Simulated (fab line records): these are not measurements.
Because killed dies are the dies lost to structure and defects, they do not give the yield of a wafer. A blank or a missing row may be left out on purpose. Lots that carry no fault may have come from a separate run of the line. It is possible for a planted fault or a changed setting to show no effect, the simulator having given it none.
fab line records	flow n5Finfet
record: lots: 24	wafers: 72	lastDay: 19
route steps=1938 shown BEOL_M4@1056 BEOL_M5@1132
lots untouched by any fault: they come from a run of this same line in which no faults occurred
startH: start of the lot's first displayed wafer, in hours after the record's first day	waitH: hours elapsed since this lot's preceding step	" identical to the entry in the row above	L1.1+2: one row covering several wafers at once	- either no value or no given start	* or withheld: withheld	< > ~ a bound
route shown NAME@n: names a module that has steps shown in the file, with the first one's number in the route	usual: the fault-free wafers' mean and standard deviation	same: alike in all rows	chamber/n: place in a boat	sites: the reading at each site	_std_site: standard deviation of those values	_edge_site: mean of outer sites minus mean of inner sites	radiusMm: for every site, how far away it sits from the centre of the wafer	mask NAME#n: copy n	behind: tool/chamber where the wafer was last shaped	hold: reason for holding the lot/hours on hold/outcome of the hold	device: which transistor (n, p or np) failed to switch	end of line: the tests these same wafers got at the end of their route	where a step has no rows: the recipe by itself	killed: at the first sort, the dies lost to defects and structure; wafer yield is something else	map: shows each die of a wafer: x if killed, . if not, _ if none is there
set.NAME: the setting that was run; set.NAME@STEP: the one run at that earlier step	model.NAME: the simulator's own value behind a step, which no gauge read
steps of the route over a sample of lots; a table a step, a row a wafer
services: from which hour (startH, from the record's first day; less than 0 if before it) a tool's chamber was out of use, for how many hours, and why
== steps ==
step: N5_BEOL_M4_CD_MEAS_28
recipe: targetCdNm: 26.2	landingEnergyEv: 500	detector: seInlens	targetCdYNm: 24.1	polarity: opening
usual: cdNm: 26.25/0.23
same: landingEnergyEv: 500
lot.wafer	tool	chamber	startH	waitH	cdNm
L074.1	cdSem-03	0	174.64	-	26.36
L074.2	"	0	"	"	26.44
L074.3	"	0	"	"	26.42
L075.1	cdSem-01	0	174.92	-	26.06
L075.4	"	0	"	"	26.74
L075.5	"	0	"	"	26.28
L076.1	cdSem-02	0	175.51	-	26.53
L076.5	"	0	"	"	26.07
L076.6	"	0	"	"	26.35
L077.2	cdSem-02	0	184.94	-	26.13
L077.3	"	0	"	"	26.04
L077.6	"	0	"	"	26.11
L078.2	cdSem-03	0	185.19	-	26.76
L078.5	"	0	"	"	26.46
L078.6	"	0	"	"	25.99
L079.3	cdSem-03	0	188.91	-	26.36
L079.4	"	0	"	"	26.15
L079.6	"	0	"	"	26.14
L080.1	cdSem-01	0	210.22	-	26.18
L080.2	"	0	"	"	26.18
L080.6	"	0	"	"	25.83
L081.1	cdSem-03	0	211.53	-	26.47
L081.3	"	0	"	"	26.24
L081.6	"	0	"	"	26.31
L082.1	cdSem-01	0	221.48	-	25.96
L082.2	"	0	"	"	26.44
L082.6	"	0	"	"	26.40
L084.1	cdSem-01	0	234.83	-	26.27
L084.2	"	0	"	"	26.18
L084.5	"	0	"	"	26.17
L085.1	cdSem-02	0	235.38	-	26.28
L085.2	"	0	"	"	26.46
L085.6	"	0	"	"	26.04
L086.1	cdSem-03	0	235.70	-	25.85
L086.4	"	0	"	"	26.23
L086.5	"	0	"	"	25.97
L083.1	cdSem-01	0	236.65	-	26.30
L083.3	"	0	"	"	26.59
L083.5	"	0	"	"	26.25
L088.1	cdSem-02	0	249.48	-	26.46
L088.2	"	0	"	"	26.30
L088.5	"	0	"	"	26.79
L087.1	cdSem-03	0	252.26	-	26.28
L087.5	"	0	"	"	26.15
L087.6	"	0	"	"	26.27
L090.1	cdSem-01	0	262.99	-	26.14
L090.4	"	0	"	"	26.01
L090.5	"	0	"	"	25.74
L089.1	cdSem-03	0	265.07	-	26.29
L089.2	"	0	"	"	25.94
L089.5	"	0	"	"	26.19
L091.3	cdSem-03	0	276.45	-	26.19
L091.4	"	0	"	"	25.97
L091.5	"	0	"	"	26.65
L092.1	cdSem-03	0	282.06	-	26.52
L092.3	"	0	"	"	26.41
L092.5	"	0	"	"	26.33
L093.3	cdSem-01	0	294.93	-	26.56
L093.5	"	0	"	"	26.30
L093.6	"	0	"	"	26.44
L094.1	cdSem-03	0	295.46	-	26.26
L094.2	"	0	"	"	26.27
L094.4	"	0	"	"	25.79
L095.2	cdSem-01	0	302.62	-	26.29
L095.5	"	0	"	"	26.02
L095.6	"	0	"	"	26.13
L096.1	cdSem-03	0	302.68	-	26.28
L096.2	"	0	"	"	26.04
L096.3	"	0	"	"	26.39
L097.2	cdSem-03	0	313.81	-	26.28
L097.4	"	0	"	"	26.00
L097.6	"	0	"	"	26.47
step: N5_BEOL_M4_VIA_ETCH_34
recipe: chemistry: C4F6/O2	targetDepthA: 694	maskMaterial: SOC	pressureMtorr: 15	ionEnergyEv: 250	taperDeg: 4	timeS: 65.9	sourceW: 350	biasW: 170	Ar_flow_sccm: 300	C4F6_flow_sccm: 10	O2_flow_sccm: 10
usual: drypumpMotorCurrentA: 5.9/0.37	oes_ar_750_au: 0.79/0.075	oesProductAu: 0.79/0.079	rfVppV: 668/4.8	showerheadPlenumPTorr: 2.88/0.13	throttleValvePct: 30.67/0.2
lot.wafer	tool	chamber	startH	waitH	drypumpMotorCurrentA	oes_ar_750_au	oesProductAu	rfHoursCounterH	rfVppV	showerheadPlenumPTorr	throttleValvePct
L074.1	rieDiel-04	1	176.85	0.0	6.1	0.73	0.72	209	656	2.70	30.46
L074.2	"	0	"	"	6.4	0.89	0.90	43	666	3.01	30.53
L074.3	"	3	"	"	6.0	0.73	0.74	199	671	2.80	30.48
L075.1	rieDiel-02	1	181.63	0.0	5.5	0.81	0.82	82	674	3.00	30.80
L075.4	"	2	"	"	6.4	0.67	0.67	246	674	2.79	30.80
L075.5	"	2	"	"	6.4	0.67	0.66	-	673	2.79	30.82
L076.1	rieDiel-05	1	183.52	0.0	5.4	0.75	0.75	139	666	2.63	30.97
L076.5	"	2	"	"	5.8	0.91	0.91	-	673	3.03	30.69
L076.6	"	3	"	"	6.3	0.71	0.70	-	664	2.92	30.92
L079.3	rieDiel-02	3	203.57	0.0	5.9	0.74	0.72	196	666	2.92	30.36
L079.4	"	3	"	"	5.9	0.74	0.73	-	665	2.92	30.38
L079.6	"	1	"	"	5.5	0.80	0.80	-	673	3.00	30.83
L077.2	rieDiel-05	2	204.85	0.0	5.8	0.90	0.91	19	674	3.03	30.68
L077.3	"	3	"	"	6.3	0.70	0.69	246	663	2.91	30.92
L077.6	"	0	"	"	5.5	0.75	0.74	-	674	2.94	30.42
L078.2	rieDiel-05	1	208.17	0.0	5.4	0.74	0.74	146	664	2.63	30.98
L078.5	"	2	"	"	5.8	0.90	0.88	-	674	3.03	30.69
L078.6	"	1	"	"	5.4	0.75	0.74	-	665	2.63	30.96
L080.1	rieDiel-05	2	225.91	0.0	5.8	0.89	0.89	26	675	3.03	30.69
L080.2	"	0	"	"	5.6	0.75	0.74	178	672	2.93	30.44
L080.6	"	3	"	"	6.3	0.70	0.69	-	664	2.91	30.93
L081.1	rieDiel-04	3	233.51	0.0	6.0	0.72	0.72	220	670	2.80	30.48
L081.3	"	2	"	"	6.1	0.83	0.85	79	665	2.76	31.00
L081.6	"	0	"	"	6.4	0.86	0.86	-	665	3.00	30.56
L082.1	rieDiel-05	0	233.61	0.0	5.5	0.75	0.75	182	675	2.93	30.45
L082.2	"	1	"	"	5.4	0.73	0.74	155	666	2.62	30.97
L082.6	"	2	"	"	5.8	0.88	0.89	-	674	3.02	30.72
L084.1	rieDiel-02	0	241.79	0.0	5.3	0.82	0.82	61	665	2.99	30.58
L084.2	"	3	"	"	5.9	0.72	0.71	210	666	2.91	30.37
L084.5	"	3	"	"	5.9	0.72	0.72	-	665	2.91	30.40
L086.1	rieDiel-04	3	244.72	0.0	6.0	0.71	0.72	224	670	2.79	30.49
L086.4	"	2	"	"	6.1	0.82	0.84	83	665	2.76	30.99
L086.5	"	2	"	"	6.1	0.82	0.83	-	664	2.76	31.00
L085.1	rieDiel-02	2	261.62	0.0	6.4	0.93	0.95	17	674	2.78	30.53
L085.2	"	0	"	"	5.3	0.81	0.81	68	665	2.99	30.61
L085.6	"	1	"	"	5.5	0.78	0.78	-	675	2.99	30.84
L083.1	rieDiel-02	1	262.70	0.0	5.5	0.78	0.79	114	673	2.99	30.83
L083.3	"	0	"	"	5.3	0.81	0.81	68	664	2.99	30.61
L083.5	"	0	"	"	5.3	0.81	0.82	-	665	2.99	30.62
L088.1	rieDiel-05	1	267.20	0.0	5.4	0.73	0.73	168	663	2.62	31.01
L088.2	"	3	"	"	6.3	0.94	0.93	8	665	2.91	30.66
L088.5	"	1	"	"	5.4	0.73	0.73	-	666	2.62	31.00
L087.1	rieDiel-04	1	270.59	0.0	6.1	0.70	0.69	247	657	2.68	30.49
L087.5	"	2	"	"	6.1	0.82	0.82	-	665	2.76	31.01
L087.6	"	3	"	"	6.0	0.71	0.70	-	669	2.79	30.50
L090.1	rieDiel-05	1	270.83	0.0	5.4	0.73	0.73	169	666	2.62	31.01
L090.4	"	1	"	"	5.4	0.73	0.73	-	665	2.62	30.99
L090.5	"	3	"	"	6.3	0.94	0.94	-	663	2.91	30.67
L089.1	rieDiel-04	0	273.88	0.0	6.4	0.83	0.84	79	665	2.99	30.56
L089.2	"	2	"	"	6.1	0.81	0.82	93	666	2.76	31.02
L089.5	"	2	"	"	6.1	0.82	0.82	-	665	2.76	31.00
L092.1	rieDiel-04	3	296.40	0.0	6.0	0.70	0.71	242	671	2.79	30.49
L092.3	"	1	"	"	6.1	1.00	1.01	2	669	3.02	30.35
L092.5	"	0	"	"	6.4	0.83	0.83	-	665	2.99	30.58
L091.3	rieDiel-02	2	296.76	0.0	6.4	0.91	0.91	29	672	2.77	30.54
L091.4	"	1	"	"	5.5	0.77	0.76	127	673	2.98	30.86
L091.5	"	0	"	"	5.3	0.79	0.80	-	666	2.98	30.60
L093.3	rieDiel-05	0	301.22	0.0	5.5	0.73	0.72	200	674	2.92	30.48
L093.5	"	3	"	"	6.3	0.92	0.90	-	663	2.90	30.67
L093.6	"	2	"	"	5.8	0.84	0.85	-	674	3.01	30.72
L094.1	rieDiel-02	0	301.26	0.0	5.3	0.79	0.80	81	665	2.98	30.62
L094.2	"	3	"	"	5.9	0.71	0.70	230	665	2.90	30.43
L094.4	"	2	"	"	6.4	0.90	0.91	31	672	2.77	30.57
L095.2	rieDiel-02	3	308.92	0.0	5.9	0.70	0.69	233	664	2.90	30.40
L095.5	"	3	"	"	5.9	0.71	0.70	-	664	2.90	30.40
L095.6	"	2	"	"	6.3	0.89	0.91	-	671	2.77	30.56
L096.1	rieDiel-02	2	325.57	0.0	6.4	0.89	0.89	39	672	2.77	30.56
L096.2	"	1	"	"	5.4	0.76	0.75	137	673	2.97	30.86
L096.3	"	0	"	"	5.3	0.78	0.79	90	665	2.98	30.63
L097.2	rieDiel-05	0	329.34	0.0	5.5	0.72	0.72	211	674	2.92	30.46
L097.4	"	3	"	"	6.3	0.89	0.89	29	661	2.90	30.68
L097.6	"	2	"	"	5.8	0.83	0.83	-	674	3.01	30.74
step: N5_BEOL_M4_SPUTTER_48
recipe: material: Cu	targetThkA: 45	tempC: -20	chamberPressurePa: 0.07	powerW: withheld	timeS: 8.29
usual: throttleValvePct: 30.0/1.1
lot.wafer	tool	chamber	startH	waitH	throttleValvePct
L074.1	pvdSputter-02	-	178.02	0.1	31.4
L074.2	"	-	"	"	31.2
L074.3	"	-	"	"	29.1
L075.1	pvdSputter-02	-	183.64	0.1	28.9
L075.4	"	-	"	"	29.3
L075.5	"	-	"	"	31.5
L076.1	pvdSputter-02	-	185.52	0.2	29.3
L076.5	"	-	"	"	31.4
L076.6	"	-	"	"	29.3
L079.3	pvdSputter-01	-	205.53	0.2	27.8
L079.4	"	-	"	"	29.3
L079.6	"	-	"	"	30.1
L077.2	pvdSputter-01	-	207.37	0.2	29.2
L077.3	"	-	"	"	30.1
L077.6	"	-	"	"	30.9
L078.2	pvdSputter-03	-	209.83	0.1	30.1
L078.5	"	-	"	"	30.3
L078.6	"	-	"	"	30.6
L080.1	pvdSputter-02	-	227.78	0.2	31.6
L080.2	"	-	"	"	31.5
L080.6	"	-	"	"	29.3
L082.1	pvdSputter-02	-	235.37	0.3	31.8
L082.2	"	-	"	"	29.3
L082.6	"	-	"	"	31.7
L081.1	pvdSputter-01	-	237.06	1.7	30.1
L081.3	"	-	"	"	30.6
L081.6	"	-	"	"	29.1
L084.1	pvdSputter-02	-	244.79	1.8	28.9
L084.2	"	-	"	"	31.6
L084.5	"	-	"	"	31.7
L086.1	pvdSputter-01	-	246.25	0.1	30.7
L086.4	"	-	"	"	30.1
L086.5	"	-	"	"	30.7
L085.1	pvdSputter-03	-	263.42	0.1	30.3
L085.2	"	-	"	"	30.7
L085.6	"	-	"	"	30.2
L083.1	pvdSputter-01	-	264.21	0.1	30.1
L083.3	"	-	"	"	31.0
L083.5	"	-	"	"	27.8
L088.1	pvdSputter-03	-	269.04	0.1	30.7
L088.2	"	-	"	"	30.9
L088.5	"	-	"	"	30.3
L087.1	pvdSputter-01	-	271.94	0.2	30.8
L087.5	"	-	"	"	29.0
L087.6	"	-	"	"	30.8
L090.1	pvdSputter-01	-	273.78	1.5	28.9
L090.4	"	-	"	"	30.7
L090.5	"	-	"	"	27.7
L089.1	pvdSputter-03	-	275.24	0.1	30.7
L089.2	"	-	"	"	30.1
L089.5	"	-	"	"	31.0
L092.1	pvdSputter-03	-	299.26	1.4	30.2
L092.3	"	-	"	"	30.6
L092.5	"	-	"	"	30.5
L091.3	pvdSputter-02	-	299.52	0.2	31.4
L091.4	"	-	"	"	28.9
L091.5	"	-	"	"	29.0
L093.3	pvdSputter-03	-	302.32	0.1	30.3
L093.5	"	-	"	"	30.9
L093.6	"	-	"	"	31.0
L094.1	pvdSputter-02	-	302.49	0.1	31.5
L094.2	"	-	"	"	29.2
L094.4	"	-	"	"	31.7
L095.2	pvdSputter-02	-	310.58	0.2	29.1
L095.5	"	-	"	"	29.4
L095.6	"	-	"	"	31.7
L096.1	pvdSputter-01	-	326.69	0.1	30.7
L096.2	"	-	"	"	28.9
L096.3	"	-	"	"	29.8
L097.2	pvdSputter-01	-	330.45	0.1	30.2
L097.4	"	-	"	"	29.2
L097.6	"	-	"	"	29.2
step: N5_BEOL_M4_CO_CAP_55
recipe: material: Co	targetThkA: 20	tempC: 200	precursor: CCTBA/H2	pressureTorr: 30	timeS: 102.1
usual: heaterPowerW: 240/29
lot.wafer	tool	chamber	startH	waitH	heaterPowerW
L074.1	cvdCo-02	0	180.64	0.0	237
L074.2	"	2	"	"	200
L074.3	"	1	"	"	246
L075.1	cvdCo-02	1	186.51	0.0	255
L075.4	"	2	"	"	198
L075.5	"	1	"	"	243
L076.1	cvdCo-01	1	188.14	0.0	242
L076.5	"	1	"	"	243
L076.6	"	2	"	"	285
L079.3	cvdCo-02	1	208.16	0.0	252
L079.4	"	0	"	"	243
L079.6	"	1	"	"	246
L077.2	cvdCo-02	2	210.01	0.0	196
L077.3	"	0	"	"	242
L077.6	"	2	"	"	200
L078.2	cvdCo-01	0	212.81	0.0	202
L078.5	"	1	"	"	246
L078.6	"	0	"	"	196
L080.1	cvdCo-01	0	230.60	0.0	213
L080.2	"	1	"	"	242
L080.6	"	0	"	"	208
L082.1	cvdCo-02	1	238.15	0.0	255
L082.2	"	2	"	"	199
L082.6	"	1	"	"	250
L081.1	cvdCo-01	2	239.69	0.0	283
L081.3	"	1	"	"	247
L081.6	"	1	"	"	244
L084.1	cvdCo-01	0	247.41	0.0	213
L084.2	"	2	"	"	289
L084.5	"	2	"	"	287
L086.1	cvdCo-01	1	248.93	0.0	250
L086.4	"	1	"	"	246
L086.5	"	2	"	"	289
L085.1	cvdCo-02	0	266.04	0.0	237
L085.2	"	1	"	"	250
L085.6	"	2	"	"	204
L083.1	cvdCo-01	0	266.84	0.0	208
L083.3	"	1	"	"	248
L083.5	"	0	"	"	207
L088.1	cvdCo-01	2	271.70	0.0	291
L088.2	"	1	"	"	245
L088.5	"	2	"	"	290
L087.1	cvdCo-02	0	274.65	0.0	242
L087.5	"	1	"	"	252
L087.6	"	2	"	"	201
L090.1	cvdCo-01	0	276.41	0.0	211
L090.4	"	1	"	"	249
L090.5	"	2	"	"	287
L089.1	cvdCo-01	2	277.86	0.0	284
L089.2	"	1	"	"	246
L089.5	"	0	"	"	208
L092.1	cvdCo-01	2	301.99	0.0	284
L092.3	"	1	"	"	249
L092.5	"	1	"	"	243
L091.3	cvdCo-02	0	302.24	0.0	238
L091.4	"	2	"	"	205
L091.5	"	1	"	"	250
L093.3	cvdCo-01	1	305.03	0.0	245
L093.5	"	0	"	"	211
L093.6	"	2	"	"	289
L094.1	cvdCo-01	1	305.24	0.0	241
L094.2	"	0	"	"	217
L094.4	"	1	"	"	244
L095.2	cvdCo-02	2	313.20	0.0	202
L095.5	"	1	"	"	253
L095.6	"	2	"	"	201
L096.1	cvdCo-02	1	331.70	0.0	253
L096.2	"	0	"	"	244
L096.3	"	2	"	"	201
L097.2	cvdCo-02	2	334.40	0.0	203
L097.4	"	2	"	"	201
L097.6	"	1	"	"	256
step: N5_BEOL_M4_INSPECT_59
recipe: inspectInstrument: darkfield	mode: postDep
usual: rawDefectCount: 76/26
lot.wafer	tool	chamber	startH	waitH	rawDefectCount
L074.1	defectInspect-01	-	180.85	0.0	51
L074.2	"	-	"	"	57
L074.3	"	-	"	"	67
L075.1	defectInspect-02	-	186.72	0.0	69
L075.4	"	-	"	"	54
L075.5	"	-	"	"	68
L076.1	defectInspect-01	-	188.35	0.0	80
L076.5	"	-	"	"	74
L076.6	"	-	"	"	107
L079.3	defectInspect-01	-	208.42	0.0	78
L079.4	"	-	"	"	60
L079.6	"	-	"	"	106
L077.2	defectInspect-01	-	210.22	0.0	82
L077.3	"	-	"	"	52
L077.6	"	-	"	"	60
L078.2	defectInspect-02	-	213.02	0.0	69
L078.5	"	-	"	"	81
L078.6	"	-	"	"	49
L080.1	defectInspect-02	-	230.84	0.0	43
L080.2	"	-	"	"	70
L080.6	"	-	"	"	84
L082.1	defectInspect-01	-	238.36	0.0	96
L082.2	"	-	"	"	105
L082.6	"	-	"	"	94
L081.1	defectInspect-01	-	239.90	0.0	52
L081.3	"	-	"	"	91
L081.6	"	-	"	"	84
L084.1	defectInspect-02	-	247.62	0.0	105
L084.2	"	-	"	"	118
L084.5	"	-	"	"	72
L086.1	defectInspect-02	-	249.14	0.0	61
L086.4	"	-	"	"	104
L086.5	"	-	"	"	99
L085.1	defectInspect-02	-	266.25	0.0	59
L085.2	"	-	"	"	109
L085.6	"	-	"	"	68
L083.1	defectInspect-02	-	267.05	0.0	66
L083.3	"	-	"	"	92
L083.5	"	-	"	"	92
L088.1	defectInspect-02	-	271.90	0.0	93
L088.2	"	-	"	"	76
L088.5	"	-	"	"	127
L087.1	defectInspect-01	-	274.86	0.0	54
L087.5	"	-	"	"	29
L087.6	"	-	"	"	93
L090.1	defectInspect-02	-	276.62	0.0	49
L090.4	"	-	"	"	70
L090.5	"	-	"	"	67
L089.1	defectInspect-01	-	278.07	0.0	97
L089.2	"	-	"	"	66
L089.5	"	-	"	"	85
L092.1	defectInspect-01	-	302.20	0.0	57
L092.3	"	-	"	"	41
L092.5	"	-	"	"	41
L091.3	defectInspect-01	-	302.45	0.0	75
L091.4	"	-	"	"	58
L091.5	"	-	"	"	62
L093.3	defectInspect-01	-	305.24	0.0	70
L093.5	"	-	"	"	69
L093.6	"	-	"	"	60
L094.1	defectInspect-02	-	305.45	0.0	83
L094.2	"	-	"	"	103
L094.4	"	-	"	"	94
L095.2	defectInspect-02	-	313.41	0.0	43
L095.5	"	-	"	"	44
L095.6	"	-	"	"	64
L096.1	defectInspect-02	-	331.91	0.0	157
L096.2	"	-	"	"	59
L096.3	"	-	"	"	114
L097.2	defectInspect-01	-	334.61	0.0	69
L097.4	"	-	"	"	76
L097.6	"	-	"	"	101
step: N5_BEOL_M5_ETCH_62
recipe: chemistry: N2/H2	target: SOC	targetDepthA: 750	overetchA: 150	maskMaterial: SiARC	tempC: 40	timeS: 112.5	ionEnergyEv: 200	pressureMtorr: 30	sourceW: 840	biasW: 150	n2FlowSccm: 200	h2FlowSccm: 200
usual: drypumpMotorCurrentA: 5.53/0.29	oesProductAu: 0.60/0.05	rfVppV: 523.0/2.7	showerheadPlenumPTorr: 2.51/0.095	throttleValvePct: 17.79/0.26
lot.wafer	tool	chamber	startH	waitH	drypumpMotorCurrentA	oesProductAu	rfHoursCounterH	rfVppV	showerheadPlenumPTorr	throttleValvePct
L074.1	rieDiel-06	2	184.45	0.0	5.92	0.63	106	527.0	2.68	17.74
L074.2	"	1	"	"	5.97	0.71	28	525.0	2.59	17.59
L074.3	"	3	"	"	5.07	0.57	214	520.0	2.41	17.93
L075.1	rieDiel-06	0	189.24	0.0	5.44	0.68	54	524.7	2.58	17.44
L075.4	"	3	"	"	5.07	0.57	215	520.9	2.41	17.94
L075.5	"	1	"	"	5.98	0.70	-	524.8	2.59	17.60
L076.1	rieDiel-06	2	190.62	0.0	5.96	0.63	108	527.2	2.68	17.73
L076.5	"	1	"	"	5.97	0.70	-	526.0	2.59	17.59
L076.6	"	0	"	"	5.49	0.68	-	525.1	2.58	17.46
L079.3	rieDiel-01	2	211.11	0.0	5.69	0.56	220	523.4	2.52	18.05
L079.4	"	1	"	"	5.58	0.56	-	526.2	2.63	17.94
L079.6	"	2	"	"	5.68	0.56	-	523.8	2.52	18.04
L077.2	rieDiel-01	2	214.40	0.0	5.68	0.56	221	524.0	2.52	18.04
L077.3	"	3	"	"	5.68	0.60	138	522.0	2.45	17.68
L077.6	"	2	"	"	5.68	0.56	-	525.3	2.52	18.03
L078.2	rieDiel-03	2	216.13	0.0	5.30	0.58	176	524.9	2.53	18.32
L078.5	"	2	"	"	5.29	0.58	-	523.1	2.53	18.31
L078.6	"	1	"	"	5.25	0.61	-	518.3	2.33	17.49
L080.1	rieDiel-03	2	234.80	0.0	5.31	0.59	183	521.7	2.53	18.33
L080.2	"	0	"	"	5.56	0.57	216	524.0	2.51	17.59
L080.6	"	1	"	"	5.21	0.61	-	517.8	2.33	17.48
L082.1	rieDiel-03	3	242.75	0.0	5.74	0.55	242	523.1	2.51	18.19
L082.2	"	0	"	"	5.57	0.58	218	522.5	2.51	17.59
L082.6	"	3	"	"	5.72	0.55	-	522.6	2.51	18.19
L081.1	rieDiel-03	3	243.47	0.0	5.70	0.55	243	521.7	2.51	18.19
L081.3	"	0	"	"	5.57	0.57	219	523.0	2.51	17.61
L081.6	"	0	"	"	5.58	0.58	-	524.0	2.51	17.60
L084.1	rieDiel-03	0	251.32	0.0	5.58	0.57	222	523.2	2.50	17.61
L084.2	"	2	"	"	5.30	0.58	187	522.4	2.53	18.33
L084.5	"	0	"	"	5.61	0.56	-	523.0	2.51	17.61
L086.1	rieDiel-06	2	252.14	0.0	5.95	0.62	124	528.0	2.67	17.76
L086.4	"	1	"	"	5.97	0.67	51	525.8	2.58	17.64
L086.5	"	3	"	"	5.05	0.56	-	520.1	2.40	17.96
L085.1	rieDiel-06	3	270.77	0.0	5.09	0.56	239	521.7	2.40	17.97
L085.2	"	0	"	"	5.47	0.66	80	523.8	2.57	17.49
L085.6	"	0	"	"	5.48	0.66	-	524.1	2.57	17.51
L083.1	rieDiel-03	3	271.07	0.0	5.68	0.54	249	522.3	2.51	18.19
L083.3	"	1	"	"	5.21	0.59	163	518.4	2.32	17.50
L083.5	"	0	"	"	5.58	0.56	-	521.5	2.50	17.61
L088.1	rieDiel-06	2	275.07	0.0	5.97	0.61	128	527.7	2.67	17.77
L088.2	"	0	"	"	5.47	0.66	81	524.6	2.57	17.51
L088.5	"	0	"	"	5.47	0.66	-	525.3	2.57	17.49
L087.1	rieDiel-03	2	278.29	0.0	5.30	0.57	196	522.0	2.52	18.35
L087.5	"	0	"	"	5.57	0.56	-	523.8	2.50	17.63
L087.6	"	1	"	"	5.24	0.59	-	516.6	2.32	17.53
L090.1	rieDiel-03	1	281.49	0.0	5.24	0.60	167	518.0	2.32	17.52
L090.4	"	1	"	"	5.24	0.60	-	517.1	2.32	17.52
L090.5	"	2	"	"	5.25	0.57	-	523.6	2.52	18.35
L089.1	rieDiel-01	3	281.99	0.0	5.68	0.59	160	520.9	2.45	17.70
L089.2	"	1	"	"	5.60	0.55	244	525.8	2.62	17.98
L089.5	"	2	"	"	5.68	0.55	-	522.7	2.51	18.09
L092.1	rieDiel-06	2	305.26	0.0	5.98	0.61	135	526.3	2.66	17.80
L092.3	"	3	"	"	5.05	0.55	247	519.2	2.40	17.98
L092.5	"	1	"	"	5.98	0.66	-	525.0	2.58	17.66
L091.3	rieDiel-03	0	305.93	0.0	5.57	0.56	241	522.4	2.50	17.63
L091.4	"	2	"	"	5.37	0.57	205	524.4	2.52	18.37
L091.5	"	0	"	"	5.59	0.55	-	522.9	2.50	17.63
L093.3	rieDiel-01	1	308.47	0.0	5.59	0.54	252	526.2	2.61	18.01
L093.5	"	3	"	"	5.65	0.59	-	520.7	2.44	17.73
L093.6	"	0	"	"	5.08	0.63	-	524.3	2.56	17.97
L094.1	rieDiel-01	3	308.75	0.0	5.67	0.59	168	521.6	2.44	17.72
L094.2	"	1	"	"	5.61	0.55	252	524.9	2.61	18.00
L094.4	"	1	"	"	5.59	0.55	-	525.1	2.61	18.00
L095.2	rieDiel-01	3	318.32	0.0	5.65	0.58	171	519.9	2.44	17.73
L095.5	"	3	"	"	5.66	0.58	-	522.0	2.44	17.72
L095.6	"	1	"	"	5.61	0.54	-	526.0	2.61	18.02
L096.1	rieDiel-01	3	335.88	0.0	5.67	0.57	178	520.7	2.44	17.75
L096.2	"	0	"	"	5.05	0.62	114	523.4	2.55	17.98
L096.3	"	2	"	"	5.68	0.78	2	521.3	2.50	17.65
L097.2	rieDiel-06	0	339.20	0.0	5.49	0.65	101	525.8	2.56	17.53
L097.4	"	0	"	"	5.46	0.65	-	524.6	2.56	17.53
L097.6	"	2	"	"	5.99	0.60	-	526.6	2.66	17.80
== services ==
tool	chamber	startH	hours	kind
rieDiel-03	1	174.66	6.3	repair
pvdSputter-03	-	186.76	4.3	repair
cvdCo-02	-	191.85	0.4	repair
rieDiel-02	2	193.76	-	clean
rieDiel-02	2	193.76	-	consumableReplace:focusRing
rieDiel-02	2	193.76	21.7	scheduledDown
rieDiel-02	2	193.76	21.7	ventCycle
rieDiel-01	0	210.39	10.2	repair
cvdCo-01	-	214.39	6.0	pm
cvdCo-01	-	221.28	1.4	repair
rieDiel-05	3	226.36	1.8	repair
rieDiel-05	3	228.48	-	clean
rieDiel-05	3	228.48	-	consumableReplace:focusRing
rieDiel-03	2	241.27	5.7	repair
rieDiel-03	3	244.60	9.1	repair
rieDiel-05	0	267.67	7.6	repair
rieDiel-06	2	269.26	3.9	repair
rieDiel-01	0	275.92	17.7	repair
cvdCo-02	-	288.86	4.3	pm
rieDiel-02	3	321.37	8.5	repair
cvdCo-01	1	333.33	-	clean
cvdCo-01	1	333.33	22.0	scheduledDown
cvdCo-01	1	333.33	22.0	ventCycle
rieDiel-05	3	337.33	15.2	repair
== key ==
fault none
